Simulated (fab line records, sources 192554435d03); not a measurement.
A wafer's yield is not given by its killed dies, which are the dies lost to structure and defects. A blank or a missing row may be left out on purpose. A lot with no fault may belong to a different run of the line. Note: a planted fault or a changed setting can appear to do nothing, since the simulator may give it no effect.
Struck lot and sound lot, side by side / flow n5-finfet / 36 out of 1938 route steps
Sound: wafers L921.2, L921.3, L921.4. Wafers L923.1, L923.2, L923.4 were the ones struck. The cause comes at the end.
At each step with rows: each side's tool, then ch and its chambers, then its first start. Under that, the readings that differ: sound wafers / struck wafers / difference of the means / sigmas: that difference in standard deviations of wafers without a fault.
alike: readings with means less than 2 such deviations apart, plus words and numbers identical on both sides. not compared: withheld readings, readings lacking a value on some wafer, bounds such as >300 that could conceal the same value, and numbers that have no deviation in the record and whose values overlap.
The two part at a step that has a row with sigmas, a row that says differs or no value, or rows on one side only. When numbers do not overlap yet have no deviation, they are printed without sigmas and do not part them. A reading missing from all wafers of one side parts the sides only when that side holds two or more wafers.

first, 9 steps without rows for these wafers: N5_BEOL_M4_ANNEAL_95 (time 240 s); N5_BEOL_M4_SPUTTER_96 (material Cu, target thk 4.5 nm, time 8.29 s); N5_BEOL_M4_ECD_50 (material Cu, target thk 300 nm); N5_BEOL_M4_ANNEAL_51 (time 90 s); N5_BEOL_M4_CMP_52 (polishes, stops on SiOC, t overpolish 6.8 s, target thk 40 nm); N5_BEOL_M4_PRE_CLEAN_60 (time 15 s); N5_BEOL_M4_CO_CAP_55 (material Co, precursor CCTBA/H2, target thk 2 nm, time 102.1 s); N5_BEOL_M4_PRE_CLEAN_56 (time 15 s); N5_BEOL_M4_DEP_57 (deposits SiCN from 3MS/NH3, target thk 8 nm, time 14 s).
N5_BEOL_M4_RC_MEAS_101:
  sound on prober-02 ch 0, day 11 11:02; struck on prober-01 ch 0, day 12 11:18
reading=VT_P (mV); sound=-242 -248 -243; struck=-253 -253 -252; difference=-8; sigmas=-2
  alike: DIBL_N, DIBL_P, IOFF_N, IOFF_P, ION_N, ION_P, SS_N, SS_P, VT_N
then, 24 steps without rows for these wafers: N5_BEOL_M5_ILD_DEP_00 (deposits SiCOH lowk from DEMS/porogen, target thk 140.64 nm, time 25.9 s); N5_BEOL_M5_CURE_79 (cures SiCOH lowk, time 240 s); N5_BEOL_M5_PECVD_70 (deposits SiO2 from TEOS/O2, target thk 16 nm, time 18 s); N5_BEOL_M5_HM_DEP_02 (deposits TiN, target thk 20 nm); N5_BEOL_M5_COAT_59 (time 60 s, resist thk 60 nm); N5_BEOL_M5_COAT_60 (time 60 s, resist thk 12 nm); N5_BEOL_M5_COAT_71 (time 60 s, resist thk 5 nm); N5_BEOL_M5_COAT_05 (resist thk 30 nm); N5_BEOL_M5_EBR_07; N5_BEOL_M5_SOFTBAKE_06 (time 60 s); N5_BEOL_M5_EXPOSE_08 (exposes mask M5, target cd 28 nm); N5_BEOL_M5_PEB_09 (peb time 60 s); N5_BEOL_M5_DEVELOP_10 (develop time 30 s); N5_BEOL_M5_DESCUM_16 (chemistry O2, time 7 s); N5_BEOL_M5_ETCH_72 (etches underlayer in N2/H2, target depth 6.5 nm, time 5.2 s); N5_BEOL_M5_ETCH_61 (etches SiARC in CF4, target depth 15.6 nm, time 26 s); N5_BEOL_M5_ETCH_62 (etches SOC in N2/H2, target depth 75 nm, overetch 15 nm, time 112.5 s); N5_BEOL_M5_STRIP_63 (strips in N2/H2); N5_BEOL_M5_STRIP_73 (strips in N2/H2); N5_BEOL_M5_STRIP_64 (strips in CF4); N5_BEOL_M5_HM_OPEN_17 (chemistry Cl2/BCl3, target TiN, target depth 20 nm, overetch 6 nm); N5_BEOL_M5_STRIP_19 (strips in O2); N5_BEOL_M5_COAT_65 (time 60 s, resist thk 60 nm); N5_BEOL_M5_COAT_66 (time 60 s, resist thk 12 nm).
N5_BEOL_M5_STRIP_91: strips in N2/H2, time 10 s.
  sound on rie-diel-06 ch 1,2,3, day 11 19:17; struck on rie-diel-06 ch 0,1,3, day 12 14:59
  no value came back on the struck wafers for any of 10 readings (bias-power-w (W), chamber-pressure-mTorr (mTorr) and others); on the sound wafers bias-power-w (W) reads 7.009 6.996 7.021
-- here the record skips 4 days between the struck wafers' starts before and after, leaving off in module BEOL_M5 and picking up in module PASSIVATION (first step shown: number 1936 of the route) --
N5_PASSIVATION_PROBE_49:
  struck on prober-01, day 16 23:07; sound on prober-02, day 16 08:23
reading=defect-limited-yield (%); sound=92.4 91.6 93.2; struck=88.7 86.4 86.5; difference=-5.2; sigmas=-4
reading=killed_at_M4_up; sound=7 10 7; struck=66 63 69; difference=+58; sigmas=+12
reading=killed-at-contacts; sound=10 8 4; struck=24 22 33; difference=+19; sigmas=+3
reading=killed-dies; sound=90 99 80; struck=133 161 159; difference=+61; sigmas=+4
reading=killed-open; sound=64 63 50; struck=82 111 129; difference=+48; sigmas=+4
reading=killed-short; sound=25 33 27; struck=51 50 29; difference=+15; sigmas=+2
reading=sort_bin_5_function (%); sound=4.1 5.4 4.2; struck=7.0 7.5 7.6; difference=+2.8; sigmas=+3
reading=sort_bin_6_memory (%); sound=3.4 2.8 2.5; struck=3.9 5.6 5.1; difference=+2.0; sigmas=+3
reading=sort-n-pass; sound=1090 1081 1100; struck=1047 1019 1021; difference=-61; sigmas=-4
reading=sort-yield-pct (%); sound=92.4 91.6 93.2; struck=88.7 86.4 86.5; difference=-5.2; sigmas=-4
  alike: killed_at_M0_to_M3, killed-at-front-end, killed-at-other

WHERE THEY PART
Earliest at N5_BEOL_M4_RC_MEAS_101; latest, in this record, at N5_PASSIVATION_PROBE_49.

WHY: what had been put in by the simulator
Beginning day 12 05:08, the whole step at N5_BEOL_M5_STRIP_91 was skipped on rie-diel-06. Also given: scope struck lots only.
